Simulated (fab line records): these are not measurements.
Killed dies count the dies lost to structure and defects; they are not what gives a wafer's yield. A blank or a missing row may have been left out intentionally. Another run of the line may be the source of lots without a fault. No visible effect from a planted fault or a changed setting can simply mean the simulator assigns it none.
The tool behind it: which one? + flow nand-harc + 13 lots with 39 wafers sampled at 2 steps, on a route of 1302 steps

WHAT EACH GAUGE READ, for each wafer
NHARC_A_CONTACT_INSPECT_23. Usual: raw-defect-count reads 533 (standard deviation 150).
| lot  | measured     | on                | raw-defect-count | flag |
|------|--------------|-------------------|------------------|------|
| L438 | day 22 10:52 | defect-inspect-01 | 683 621 992      |      |
| L440 | day 23 23:01 | defect-inspect-02 | 418 366 675      |      |
| L443 | day 24 00:27 | defect-inspect-01 | 481 598 583      |      |
| L451 | day 28 05:28 | defect-inspect-01 | 549 622 492      |      |
| L452 | day 28 10:39 | defect-inspect-02 | 435 383 451      |      |
| L454 | day 28 23:20 | defect-inspect-01 | 531 867 833      |      |
| L455 | day 29 03:12 | defect-inspect-02 | 445 505 359      |      |
| L457 | day 29 16:39 | defect-inspect-02 | 363 346 540      |      |
| L456 | day 29 21:19 | defect-inspect-01 | 578 572 564      |      |
| L459 | day 30 17:11 | defect-inspect-01 | 397 397 419      |      |
| L458 | day 30 18:08 | defect-inspect-02 | 708 619 538      |      |
| L460 | day 31 10:54 | defect-inspect-01 | 888 548 467      |      |
| L461 | day 32 01:26 | defect-inspect-02 | 396 400 542      |      |

NHARC_A_BLC_CD_MEAS_19. Usual: cd-nm reads 101.2 nm (standard deviation 2.1).
| lot  | measured     | on        | cd-nm (nm)        | flag |
|------|--------------|-----------|-------------------|------|
| L438 | day 22 12:31 | cd-sem-01 | 100.2 101.8 100.1 |      |
| L440 | day 24 01:05 | cd-sem-01 | 98.0 104.9 98.6   |      |
| L443 | day 24 01:59 | cd-sem-01 | 103.1 104.6 106.1 |      |
| L451 | day 28 07:01 | cd-sem-03 | 100.0 101.5 99.5  |      |
| L452 | day 28 12:18 | cd-sem-02 | 102.3 101.9 103.3 |      |
| L454 | day 29 00:53 | cd-sem-02 | 99.5 101.0 99.5   |      |
| L455 | day 29 04:53 | cd-sem-01 | 101.1 101.1 101.4 |      |
| L457 | day 29 18:19 | cd-sem-03 | 100.2 101.6 101.0 |      |
| L456 | day 29 22:59 | cd-sem-01 | 104.4 100.2 103.0 |      |
| L459 | day 30 18:44 | cd-sem-02 | 100.4 102.1 100.9 |      |
| L458 | day 30 19:40 | cd-sem-02 | 98.5 98.4 100.2   |      |
| L460 | day 31 12:26 | cd-sem-03 | 102.4 100.3 100.6 |      |
| L461 | day 32 03:06 | cd-sem-01 | 103.2 101.0 102.9 |      |

WHICH TOOL RAN EACH LOT (tool, then ch and the chambers of the sampled wafers, then the start)
The record holds no process step before these readings.

WHAT THE TOOLS THEMSELVES READ (means of the sampled wafers that have a number; where no wafer has one, the mark that the record gives instead)
The record holds no such reading with a usual standard deviation.

THE ANSWER, worked out from the rows above alone
Rule: a lot is off if the mean of its wafers that have a number lies more than 3 standard deviations from the usual mean. Also off: a lot with no number at a reading for which 4 or more lots have one. Any other lot the step has rows for is counted as sound. First the gauges in route order, then the tools' own readings, where a lot's mean is used as printed above. At the first step where some lot is off, the reading lying furthest off is the one used; lots without a number count as furthest.
Across all readings shown, no lot is off: no conclusion can be drawn from this.

WHAT THE SIMULATOR HAD INSERTED
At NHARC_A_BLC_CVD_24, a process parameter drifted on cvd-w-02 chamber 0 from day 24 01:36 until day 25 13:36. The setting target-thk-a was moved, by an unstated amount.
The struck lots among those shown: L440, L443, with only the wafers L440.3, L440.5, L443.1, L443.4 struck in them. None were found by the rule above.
